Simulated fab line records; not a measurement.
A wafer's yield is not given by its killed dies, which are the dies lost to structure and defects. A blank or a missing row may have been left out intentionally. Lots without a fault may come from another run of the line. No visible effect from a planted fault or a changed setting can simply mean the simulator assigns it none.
Chamber matching -- flow n5-finfet -- N5_MIM_TOP_LITHO_DESCUM_10 on rie-diel-02 has 4 sister chambers
The step chemistry O2, time 7.9 s. 20 wafers are shown with their chamber, then 10 later ones without.

WAFERS WITH THEIR CHAMBER
wafer,chamber,drypump-motor-current-A (A),showerhead-plenum-p-Torr (Torr),throttle-valve-pct (%)
L077.4,3,5.2,2.10,20.61
L077.5,3,5.2,2.10,20.61
L077.6,2,6.3,2.18,20.25
L076.3,1,5.0,2.21,20.58
L076.4,3,5.2,2.10,20.61
L076.5,0,4.9,2.08,20.42
L079.1,2,6.4,2.18,20.28
L079.2,0,4.9,2.08,20.43
L079.3,1,5.0,2.21,20.57
L080.2,3,5.2,2.10,20.63
L080.4,0,4.9,2.08,20.44
L080.5,1,4.9,2.21,20.59
L081.2,0,4.9,2.08,20.44
L081.3,2,6.3,2.18,20.28
L081.5,0,4.9,2.08,20.44
L086.3,3,5.2,2.10,20.65
L086.4,1,5.0,2.20,20.61
L086.6,1,5.0,2.20,20.61
L087.2,0,4.8,2.07,20.45
L087.3,3,5.2,2.09,20.65

SIGNATURES, as means of the wafers listed above
reading,chamber 0,chamber 1,chamber 2,chamber 3,scatter within a chamber
drypump-motor-current-A,4.883,4.980,6.333,5.200,0.0379
showerhead-plenum-p-Torr,2.0783,2.2060,2.1800,2.0983,0.00423
throttle-valve-pct,20.4367,20.5920,20.2700,20.6267,0.0165
Rule: a wafer lies at a distance from a chamber equal to the root of the sum of squares, over the readings, of (its reading less the chamber's mean, divided by the reading's scatter). The wafer belongs to the nearest chamber; if the next one is less than 2 further off, it can't be placed. How the scatter is found: for the shown wafers, subtract from each reading the mean of its chamber, square and add these, divide the total by (wafers less chambers), then take the root.

WAFERS MISSING THEIR CHAMBER
wafer,drypump-motor-current-A (A),showerhead-plenum-p-Torr (Torr),throttle-valve-pct (%)
L087.4,5.0,2.20,20.62
L094.2,4.8,2.07,20.46
L094.3,5.0,2.20,20.63
L094.5,5.0,2.20,20.63
L093.2,6.3,2.16,20.33
L093.4,5.2,2.09,20.67
L093.6,6.3,2.16,20.33
L097.2,6.3,2.16,20.33
L097.5,4.9,2.06,20.50
L097.6,5.2,2.09,20.68

CHAMBER TAKEN BY EACH
wafer,from the rows above,in truth
L087.4,1,1
L094.2,0,0
L094.3,1,1
L094.5,1,1
L093.2,2,2
L093.4,3,3
L093.6,2,2
L097.2,2,2
L097.5,0,0
L097.6,3,3
Correct placement for 10 of the 10. Not placeable from these rows: 0. Number placed wrongly: 0.
